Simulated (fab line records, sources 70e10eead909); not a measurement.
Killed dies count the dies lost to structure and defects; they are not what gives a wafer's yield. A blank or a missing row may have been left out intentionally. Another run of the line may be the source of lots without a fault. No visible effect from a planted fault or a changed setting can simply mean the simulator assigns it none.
Which tool did it?	flow nand_harc	21 lots with 63 wafers sampled at 6 steps, on a route of 1302 steps

== WHAT THE GAUGES SHOWED, per wafer ==
The record holds no reading of a measuring or inspecting step that can be judged against a usual standard deviation.

== WHAT TOOL EACH LOT RAN ON (gives the tool, then ch and the chambers of the sampled wafers, and finally the start) ==
lot	NHARC_A_STAIRCASE_DESCUM_168	NHARC_A_STAIRCASE_DESCUM_219	NHARC_A_STAIRCASE_TRIM_235	NHARC_A_STAIRCASE_ETCH_236	NHARC_A_STAIRCASE_DESCUM_252	NHARC_A_STAIRCASE_STRIP_254
L074	rie_diel-03 ch 2,3, day 16 00:27	rie_diel-09 ch 0,3, day 16 09:50	rie_diel-09 ch 1,2,3, day 16 13:39 or earlier	rie_diel-09 ch 1,2,3, day 16 13:39 or earlier	rie_diel-03 ch 0,1,3, day 16 13:39	plasma_asher-01 ch 0,1, day 16 13:55
L075	rie_diel-06 ch 1,2,3, day 16 00:37	rie_diel-06 ch 0,1,2, day 16 10:43	rie_diel-06 ch 0,1,3, day 16 15:34 or earlier	rie_diel-06 ch 0,2, day 16 15:34 or earlier	rie_diel-06 ch 1,2,3, day 16 15:34	plasma_asher-02 ch 0,1, day 16 15:46
L076	rie_diel-06 ch 0,3, day 16 20:44	rie_diel-03 ch 0,1,3, day 17 06:04	rie_diel-03 ch 1,2,3, day 17 09:52 or earlier	rie_diel-03 ch 0,1,3, day 17 09:52 or earlier	rie_diel-06 ch 0,1,3, day 17 09:52	plasma_asher-01 ch 0,1, day 17 10:02
L078	rie_diel-09 ch 2,3, day 17 08:19	rie_diel-06 ch 2,3, day 17 22:16	rie_diel-06 ch 1,2,3, day 18 01:58 or earlier	rie_diel-06 ch 0,1, day 18 01:58 or earlier	rie_diel-09 ch 1,3, day 18 01:58	plasma_asher-02 ch 0,1, day 18 02:11
L077	rie_diel-06 ch 1,2,3, day 17 08:29	rie_diel-03 ch 2,3, day 17 21:02	rie_diel-03 ch 0,1,2, day 18 00:45 or earlier	rie_diel-03 ch 0,1,3, day 18 00:45 or earlier	rie_diel-06 ch 1,2,3, day 18 00:45	plasma_asher-02 ch 0,1, day 18 00:58
L080	rie_diel-03 ch 0,1,2, day 17 23:17	rie_diel-06 ch 0,1,3, day 18 09:36	rie_diel-06 ch 0,2,3, day 18 13:18 or earlier	rie_diel-06 ch 1,2,3, day 18 13:18 or earlier	rie_diel-09 ch 0,1,2, day 18 13:18	plasma_asher-02 ch 0,1, day 18 13:28
L081	rie_diel-03 ch 0,2, day 18 09:01	rie_diel-03 ch 0,1, day 18 18:10	rie_diel-03 ch 1,2, day 19 05:11 or earlier	rie_diel-03 ch 1,3, day 19 05:11 or earlier	rie_diel-09 ch 0,1,3, day 19 05:11	plasma_asher-02 ch 0,1, day 19 05:35
L082	rie_diel-03 ch 0,2,3, day 19 02:13	rie_diel-03 ch 0,1,3, day 19 14:56	rie_diel-03 ch 0,2,3, day 19 19:30 or earlier	rie_diel-03 ch 0,1,2, day 19 19:30 or earlier	rie_diel-06 ch 0,2, day 19 19:30	plasma_asher-02 ch 0,1, day 19 19:43
L085	rie_diel-06 ch 0,3, day 19 22:23	rie_diel-09 ch 1,2,3, day 20 09:48	rie_diel-09 ch 0,1,2, day 20 15:14 or earlier	rie_diel-09 ch 1,2,3, day 20 15:14 or earlier	rie_diel-03 ch 1,2, day 20 15:14	plasma_asher-02 ch 0,1, day 20 15:25
L084	rie_diel-09 ch 0,1,3, day 20 00:29	rie_diel-06 ch 0,1,2, day 20 10:37	rie_diel-09 ch 0,1,3, day 20 17:17 or earlier	rie_diel-09 ch 0,1,3, day 20 17:17 or earlier	rie_diel-09 ch 0,1,3, day 20 17:17	plasma_asher-02 ch 0,1, day 20 17:38
L086	rie_diel-03 ch 1,3, day 21 05:57	rie_diel-03 ch 2,3, day 21 17:13	rie_diel-03 ch 1,2, day 21 21:38 or earlier	rie_diel-03 ch 2,3, day 21 21:38 or earlier	rie_diel-06 ch 1,2,3, day 21 21:38	plasma_asher-02 ch 1, day 21 21:49
L089	rie_diel-06 ch 0,1,2, day 21 17:46	rie_diel-03 ch 1,2,3, day 22 03:38	rie_diel-09 ch 1,3, day 22 07:45 or earlier	rie_diel-09 ch 1,2,3, day 22 07:45 or earlier	rie_diel-09 ch 0,1, day 22 07:45	plasma_asher-02 ch 0,1, day 22 08:07
L087	rie_diel-09 ch 0,2,3, day 21 17:55	rie_diel-03 ch 0,1,2, day 22 04:22	rie_diel-06 ch 0,1,2, day 22 08:08 or earlier	rie_diel-06 ch 0,2, day 22 08:08 or earlier	rie_diel-09 ch 0,2,3, day 22 08:08	plasma_asher-02 ch 0,1, day 22 08:44
L088	rie_diel-03 ch 0,1,2, day 21 23:50	rie_diel-09 ch 1,2, day 22 09:21	rie_diel-09 ch 0,2,3, day 22 13:12 or earlier	rie_diel-09 ch 0,1, day 22 13:12 or earlier	rie_diel-03 ch 1,2,3, day 22 13:12	plasma_asher-01 ch 0,1, day 22 13:28
L090	rie_diel-09 ch 0,2,3, day 22 07:58	rie_diel-06 ch 0,1, day 22 17:32	rie_diel-06 ch 2,3, day 22 21:14 or earlier	rie_diel-06 ch 1,3, day 22 21:14 or earlier	rie_diel-06 ch 1,2, day 22 21:14	plasma_asher-02 ch 0,1, day 22 21:31
L091	rie_diel-06 ch 1,2, day 22 19:42	rie_diel-06 ch 2,3, day 23 05:03	rie_diel-06 ch 0,1,2, day 23 11:50 or earlier	rie_diel-06 ch 0,2, day 23 11:50 or earlier	rie_diel-06 ch 0,1,3, day 23 11:50	plasma_asher-02 ch 0,1, day 23 12:03
L092	rie_diel-09 ch 0,1,3, day 22 19:52	rie_diel-09 ch 0,1,2, day 23 05:37	rie_diel-03 ch 0,2,3, day 23 09:55 or earlier	rie_diel-03 ch 1,2,3, day 23 09:55 or earlier	rie_diel-06 ch 1,2, day 23 09:55	plasma_asher-01 ch 0,1, day 23 10:10
L093	rie_diel-09 ch 0,3, day 23 03:28	rie_diel-06 ch 0,2,3, day 23 16:47	rie_diel-06 ch 1,2,3, day 23 20:28 or earlier	rie_diel-06 ch 0,1,2, day 23 20:28 or earlier	rie_diel-09 ch 0,1, day 23 20:28	plasma_asher-02 ch 0,1, day 23 20:40
L096	rie_diel-06 ch 0,2,3, day 24 06:52	rie_diel-06 ch 0,2,3, day 24 16:52	rie_diel-03 ch 0,2,3, day 24 22:46 or earlier	rie_diel-03 ch 0,2,3, day 24 22:46 or earlier	rie_diel-06 ch 0,2,3, day 24 22:46	plasma_asher-01 ch 0,1, day 24 22:58
L095	rie_diel-09 ch 0,1,3, day 24 07:01	rie_diel-09 ch 0,1,3, day 24 16:33	rie_diel-09 ch 0,3, day 24 22:46 or earlier	rie_diel-09 ch 1,2,3, day 24 22:46 or earlier	rie_diel-09 ch 0,1,2, day 24 22:46	plasma_asher-02 ch 1, day 24 23:01
L097	rie_diel-09 ch 0,1,2, day 25 04:03	rie_diel-09 ch 0,3, day 25 13:08	rie_diel-06 ch 0,1, day 25 17:17 or earlier	rie_diel-06 ch 1,3, day 25 17:17 or earlier	rie_diel-06 ch 0,1,2, day 25 17:17	plasma_asher-02 ch 0,1, day 25 17:27
- NHARC_A_STAIRCASE_DESCUM_168: chemistry O2, time 3 s.
- NHARC_A_STAIRCASE_DESCUM_219: chemistry O2, time 3 s.
- NHARC_A_STAIRCASE_TRIM_235: chemistry O2, time 211.2 s.
- NHARC_A_STAIRCASE_ETCH_236: etches the open film in C4F8/O2, target depth 100 nm, time 40.5 s.
- NHARC_A_STAIRCASE_DESCUM_252: chemistry O2, time 3 s.
- NHARC_A_STAIRCASE_STRIP_254: strips in O2.

== WHAT THE TOOLS THEMSELVES READ (means of the sampled wafers that have a number; where no wafer has one, the mark that the record gives instead) ==
NHARC_A_STAIRCASE_DESCUM_168.
lot	tool	drypump_motor_current_A (A)	mfc_ar_sccm (sccm)	oes_product_au (a.u.)	rf_vpp_V (V)	showerhead_plenum_p_Torr (Torr)	throttle_valve_pct (%)
L074	rie_diel-03	5.9	0.002	0.996	57.7	1.89	11.321
L075	rie_diel-06	5.3	0.011	1.008	58.6	2.00	11.318
L076	rie_diel-06	5.4	0.000	0.997	57.5	2.06	11.314
L078	rie_diel-09	5.3	0.007	1.011	58.5	1.87	11.307
L077	rie_diel-06	5.3	0.011	0.991	58.4	2.00	11.310
L080	rie_diel-03	5.9	0.002	1.005	58.4	1.91	11.311
L081	rie_diel-03	6.1	0.002	1.002	58.2	1.87	11.312
L082	rie_diel-03	6.0	0.002	1.006	57.6	1.88	11.315
L085	rie_diel-06	5.4	0.000	1.002	58.5	2.05	11.317
L084	rie_diel-09	5.4	0.006	1.008	57.8	1.93	11.309
L086	rie_diel-03	5.7	0.000	0.998	57.5	1.91	11.308
L089	rie_diel-06	5.3	0.011	1.001	58.5	1.98	11.309
L087	rie_diel-09	5.4	0.003	1.001	57.4	1.93	11.311
L088	rie_diel-03	5.9	0.002	0.995	58.0	1.91	11.307
L090	rie_diel-09	5.4	0.003	1.003	58.3	1.93	11.305
L091	rie_diel-06	5.4	0.011	0.997	58.0	1.98	11.310
L092	rie_diel-09	5.4	0.006	1.005	57.6	1.92	11.311
L093	rie_diel-09	5.5	0.000	1.012	58.6	2.00	11.312
L096	rie_diel-06	5.5	0.000	0.990	58.0	2.04	11.310
L095	rie_diel-09	5.4	0.006	1.009	57.0	1.92	11.324
L097	rie_diel-09	5.6	0.009	0.999	58.0	1.89	11.308

NHARC_A_STAIRCASE_DESCUM_219.
lot	tool	drypump_motor_current_A (A)	mfc_ar_sccm (sccm)	oes_product_au (a.u.)	rf_vpp_V (V)	showerhead_plenum_p_Torr (Torr)	throttle_valve_pct (%)
L074	rie_diel-09	5.5	0.000	1.012	58.3	2.01	11.309
L075	rie_diel-06	5.3	0.011	0.987	58.2	1.99	11.305
L076	rie_diel-03	5.9	0.000	1.002	57.8	1.88	11.306
L078	rie_diel-06	5.6	0.000	0.988	57.9	2.06	11.306
L077	rie_diel-03	5.9	0.002	0.998	58.1	1.88	11.316
L080	rie_diel-06	5.2	0.011	1.000	58.6	1.99	11.320
L081	rie_diel-03	5.8	0.000	1.005	57.8	1.91	11.313
L082	rie_diel-03	5.9	0.000	1.005	57.7	1.87	11.315
L085	rie_diel-09	5.3	0.009	1.015	57.4	1.86	11.309
L084	rie_diel-06	5.3	0.011	0.992	57.8	1.98	11.312
L086	rie_diel-03	6.0	0.005	0.988	57.8	1.91	11.313
L089	rie_diel-03	5.8	0.002	0.992	58.3	1.91	11.302
L087	rie_diel-03	5.9	0.002	0.995	58.1	1.90	11.326
L088	rie_diel-09	5.6	0.013	0.996	58.1	1.82	11.309
L090	rie_diel-06	5.0	0.021	1.006	57.8	1.91	11.310
L091	rie_diel-06	5.5	0.000	0.986	58.1	2.05	11.313
L092	rie_diel-09	5.6	0.009	1.007	58.3	1.89	11.320
L093	rie_diel-06	5.5	0.000	0.990	58.9	2.04	11.297
L096	rie_diel-06	5.5	0.000	0.979	58.3	2.04	11.310
L095	rie_diel-09	5.4	0.006	1.003	58.1	1.91	11.315
L097	rie_diel-09	5.2	0.000	1.000	59.0	1.94	11.319

NHARC_A_STAIRCASE_TRIM_235.
lot	tool	drypump_motor_current_A (A)	mfc_ar_sccm (sccm)	oes_product_au (a.u.)	rf_vpp_V (V)	showerhead_plenum_p_Torr (Torr)	throttle_valve_pct (%)
L074	rie_diel-09	5.3	0.009	0.998	57.1	3.44	17.034
L075	rie_diel-06	5.2	0.011	1.000	58.8	3.66	17.032
L076	rie_diel-03	5.9	0.002	1.007	57.9	3.54	17.024
L078	rie_diel-06	5.3	0.011	0.988	57.6	3.67	17.036
L077	rie_diel-03	5.9	0.002	1.009	57.2	3.53	17.037
L080	rie_diel-06	5.5	0.000	0.996	58.4	3.77	17.037
L081	rie_diel-03	5.8	0.002	1.005	57.6	3.59	17.040
L082	rie_diel-03	6.0	0.002	1.004	57.8	3.46	17.036
L085	rie_diel-09	5.6	0.009	1.009	56.6	3.50	17.032
L084	rie_diel-09	5.4	0.006	1.014	57.9	3.55	17.035
L086	rie_diel-03	6.0	0.005	1.001	57.4	3.58	17.032
L089	rie_diel-09	5.1	0.006	0.995	58.5	3.47	17.040
L087	rie_diel-06	5.3	0.011	0.995	58.0	3.64	17.034
L088	rie_diel-09	5.4	0.003	1.008	58.2	3.55	17.029
L090	rie_diel-06	5.5	0.000	0.999	58.0	3.77	17.029
L091	rie_diel-06	5.3	0.011	1.001	58.3	3.63	17.027
L092	rie_diel-03	6.0	0.002	0.996	57.9	3.45	17.035
L093	rie_diel-06	5.3	0.011	0.995	58.8	3.64	17.039
L096	rie_diel-03	6.0	0.002	0.992	58.8	3.44	17.040
L095	rie_diel-09	5.5	0.000	1.009	58.4	3.66	17.034
L097	rie_diel-06	5.3	0.011	1.000	57.9	3.61	17.034

NHARC_A_STAIRCASE_ETCH_236.
lot	tool	oes_product_au (a.u.)	rf_vpp_V (V)
L074	rie_diel-09	0.947	893
L075	rie_diel-06	0.948	905
L076	rie_diel-03	0.955	894
L078	rie_diel-06	0.939	897
L077	rie_diel-03	0.948	894
L080	rie_diel-06	0.944	901
L081	rie_diel-03	0.947	894
L082	rie_diel-03	0.936	896
L085	rie_diel-09	0.964	893
L084	rie_diel-09	0.940	897
L086	rie_diel-03	0.935	894
L089	rie_diel-09	0.940	892
L087	rie_diel-06	0.932	903
L088	rie_diel-09	0.948	894
L090	rie_diel-06	0.961	896
L091	rie_diel-06	0.937	904
L092	rie_diel-03	0.941	896
L093	rie_diel-06	0.944	899
L096	rie_diel-03	0.930	893
L095	rie_diel-09	0.952	892
L097	rie_diel-06	0.930	896

NHARC_A_STAIRCASE_DESCUM_252.
lot	tool	drypump_motor_current_A (A)	mfc_ar_sccm (sccm)	oes_product_au (a.u.)	rf_vpp_V (V)	showerhead_plenum_p_Torr (Torr)	throttle_valve_pct (%)
L074	rie_diel-03	5.9	0.000	1.006	57.6	1.88	11.307
L075	rie_diel-06	5.3	0.011	1.004	58.3	2.00	11.313
L076	rie_diel-06	5.2	0.011	0.991	58.6	1.99	11.303
L078	rie_diel-09	5.1	0.006	1.005	57.3	1.89	11.306
L077	rie_diel-06	5.3	0.011	0.989	57.1	1.99	11.327
L080	rie_diel-09	5.6	0.009	1.015	58.5	1.90	11.313
L081	rie_diel-09	5.4	0.006	1.001	58.6	1.93	11.312
L082	rie_diel-06	5.6	0.000	1.002	59.6	2.05	11.308
L085	rie_diel-03	5.8	0.002	1.006	57.9	1.95	11.307
L084	rie_diel-09	5.4	0.006	1.014	58.7	1.92	11.306
L086	rie_diel-06	5.3	0.011	0.989	58.6	1.98	11.314
L089	rie_diel-09	5.7	0.006	0.995	58.4	1.96	11.308
L087	rie_diel-09	5.4	0.003	1.004	58.6	1.93	11.308
L088	rie_diel-03	5.9	0.002	0.994	57.9	1.91	11.317
L090	rie_diel-06	5.4	0.011	1.001	58.4	1.98	11.322
L091	rie_diel-06	5.3	0.011	0.992	58.6	1.98	11.306
L092	rie_diel-06	5.4	0.011	0.998	59.1	1.98	11.315
L093	rie_diel-09	5.6	0.012	1.005	58.4	1.89	11.314
L096	rie_diel-06	5.5	0.000	0.989	58.2	2.03	11.311
L095	rie_diel-09	5.6	0.009	1.006	57.0	1.89	11.303
L097	rie_diel-06	5.3	0.011	0.986	57.8	1.97	11.304

NHARC_A_STAIRCASE_STRIP_254.
lot	tool	drypump_motor_current_A (A)	heater_power_w (W)
L074	plasma_asher-01	5.6	351
L075	plasma_asher-02	4.9	348
L076	plasma_asher-01	5.6	349
L078	plasma_asher-02	5.2	344
L077	plasma_asher-02	4.9	350
L080	plasma_asher-02	5.2	345
L081	plasma_asher-02	4.9	348
L082	plasma_asher-02	5.1	342
L085	plasma_asher-02	4.9	341
L084	plasma_asher-02	4.9	352
L086	plasma_asher-02	4.7	361
L089	plasma_asher-02	4.9	347
L087	plasma_asher-02	4.9	354
L088	plasma_asher-01	5.6	350
L090	plasma_asher-02	5.2	343
L091	plasma_asher-02	5.1	338
L092	plasma_asher-01	5.6	356
L093	plasma_asher-02	4.9	352
L096	plasma_asher-01	5.6	346
L095	plasma_asher-02	4.7	357
L097	plasma_asher-02	4.9	351

== THE ANSWER, worked out from the rows above alone ==
Rule: the usual values come from the lots themselves. Put in order of their means at a reading, lots are off if they are a third of the lots or fewer, leave a main group of 4 or more, and stand apart from it by a gap of 3 or more times the standard deviation of the main group's means; of several such gaps the widest counts. If all means in a main group match to the digits the tables above print for the reading, that group is not used. A lot without any number at a reading at which 4 lots or more have one is off too. Where the step has rows for the other lots, those lots are counted as sound. First the gauges in route order, then the tools' own readings, where a lot's mean is used as printed above. At the first step where some lot is off, the reading lying furthest off is the one used; lots without a number count as furthest.
None of the lots is off at any reading shown; this tells nothing.

== WHAT WAS PUT IN BY THE SIMULATOR ==
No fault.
